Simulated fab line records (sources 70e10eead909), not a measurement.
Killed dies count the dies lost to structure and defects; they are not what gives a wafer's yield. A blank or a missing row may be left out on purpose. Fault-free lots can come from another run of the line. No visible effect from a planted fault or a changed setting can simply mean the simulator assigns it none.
Shared-tool check	flow nand-harc	Sampled: 12 lots, 36 wafers

WHY THIS WAS OPENED
On 2 of the 12 lots, a flag is raised at NHARC_A_M0_CD_MEAS_09 on the reading cd-nm. Fault-free wafers read 79.8 nm, with a standard deviation of 0.99.
Rule: flag the lot when none of its wafers has a number, or when each of its wafers that has one lies beyond 4 standard deviations from that mean. The rest of the lots are taken to be sound.

lot	measured	on	cd-nm (nm), wafer by wafer	flag
L463	day 23 00:51	cd-sem-01	78.4 79.1 78.1	
L462	day 23 05:02	cd-sem-02	79.1 78.7 80.4	
L475	day 28 19:46	cd-sem-01	71.9 72.3 71.6	FLAGGED
L477	day 28 21:58	cd-sem-02	80.6 81.4 78.2	
L474	day 29 00:39	cd-sem-02	72.9 71.9 70.0	FLAGGED
L478	day 29 04:30	cd-sem-03	78.6 79.3 80.5	
L480	day 29 19:36	cd-sem-02	79.6 79.5 80.3	
L479	day 30 06:43	cd-sem-03	80.5 80.6 79.7	
L481	day 30 17:03	cd-sem-02	79.2 79.5 79.6	
L483	day 31 23:07	cd-sem-01	79.3 81.3 80.7	
L484	day 32 00:42	cd-sem-03	81.2 80.9 80.3	
L485	day 32 09:40	cd-sem-01	81.2 79.0 78.3	
The mean of the flagged lots' numbers is 71.8 nm, -8.0 nm from the usual (-8 standard deviations).

WHICH TOOL EACH LOT WENT THROUGH
Before the reading, the record contains 2 process steps out of a 1302-step route. In each cell: the tool, then ch and the chambers that the sampled wafers went through, then the start.
lot	flag	NHARC_A_CONTACT_CMP_20	NHARC_A_M0_PEB_07
L463		cmp-02 ch 1,3, day 22 19:53	litho-track-04 ch 0, day 23 00:46
L462		cmp-04 ch 1,2,3, day 23 00:05	litho-track-01 ch 0, day 23 04:58
L475	FLAGGED	cmp-02 ch 1,2, day 28 14:50	litho-track-01 ch 0, day 28 19:41
L477		cmp-02 ch 0,1, day 28 17:08	litho-track-06 ch 0, day 28 21:53
L474	FLAGGED	cmp-03 ch 1,2,3, day 28 19:45	litho-track-01 ch 0, day 29 00:34
L478		cmp-03 ch 1,2,3, day 28 23:40	litho-track-06 ch 0, day 29 04:25
L480		cmp-02 ch 0,1,3, day 29 14:41	litho-track-06 ch 0, day 29 19:31
L479		cmp-02 ch 2,3, day 30 01:50	litho-track-06 ch 0, day 30 06:38
L481		cmp-02 ch 1,2,3, day 30 11:45	litho-track-06 ch 0, day 30 16:58
L483		cmp-02 ch 1,2,3, day 31 18:13	litho-track-01 ch 0, day 31 23:02
L484		cmp-03 ch 1,2,3, day 31 19:55	litho-track-06 ch 0, day 32 00:37
L485		cmp-02 ch 0,2,3, day 32 03:44	litho-track-06 ch 0, day 32 09:35
These steps, and what they do:
- NHARC_A_CONTACT_CMP_20: polishes, t overpolish 30 s, target thk 300 nm.
- NHARC_A_M0_PEB_07: peb time 65 s.
- NHARC_A_M0_CD_MEAS_09: target cd 80 nm.

FLAGGED OVER TOTAL, TOOL BY TOOL (the gauges that took the reading come last)
step	tool	lots run	flagged	share of the flagged lots	sound lots run after its first flagged lot
NHARC_A_CONTACT_CMP_20	cmp-02	8	1	some	6 (L477,L480,L479,L481,L483,L485)
NHARC_A_CONTACT_CMP_20	cmp-03	3	1	some	2 (L478,L484)
NHARC_A_CONTACT_CMP_20	cmp-04	1	0	none	-
NHARC_A_M0_PEB_07	litho-track-01	4	2	all	1 (L483)
NHARC_A_M0_PEB_07	litho-track-04	1	0	none	-
NHARC_A_M0_PEB_07	litho-track-06	7	0	none	-
NHARC_A_M0_CD_MEAS_09	cd-sem-01	4	1	some	2 (L483,L485)
NHARC_A_M0_CD_MEAS_09	cd-sem-02	5	1	some	2 (L480,L481)
NHARC_A_M0_CD_MEAS_09	cd-sem-03	3	0	none	-

WHAT THE TABLE ALLOWS
1 row of the table ran every flagged lot: litho-track-01 at NHARC_A_M0_PEB_07.
- litho-track-01 at NHARC_A_M0_PEB_07 ran 4 lots, 2 of them flagged. After the first flagged lot (L483), sound lots still ran on it; a lasting fault on the whole tool would not permit that. Its own readings (heater-power-total-W, plate-temp-C) fall more than 4 standard deviations out on all wafers of the flagged lots.
None of the table's rows ran every flagged lot and, after the first, no sound lot.

WHAT WAS PUT IN BY THE SIMULATOR
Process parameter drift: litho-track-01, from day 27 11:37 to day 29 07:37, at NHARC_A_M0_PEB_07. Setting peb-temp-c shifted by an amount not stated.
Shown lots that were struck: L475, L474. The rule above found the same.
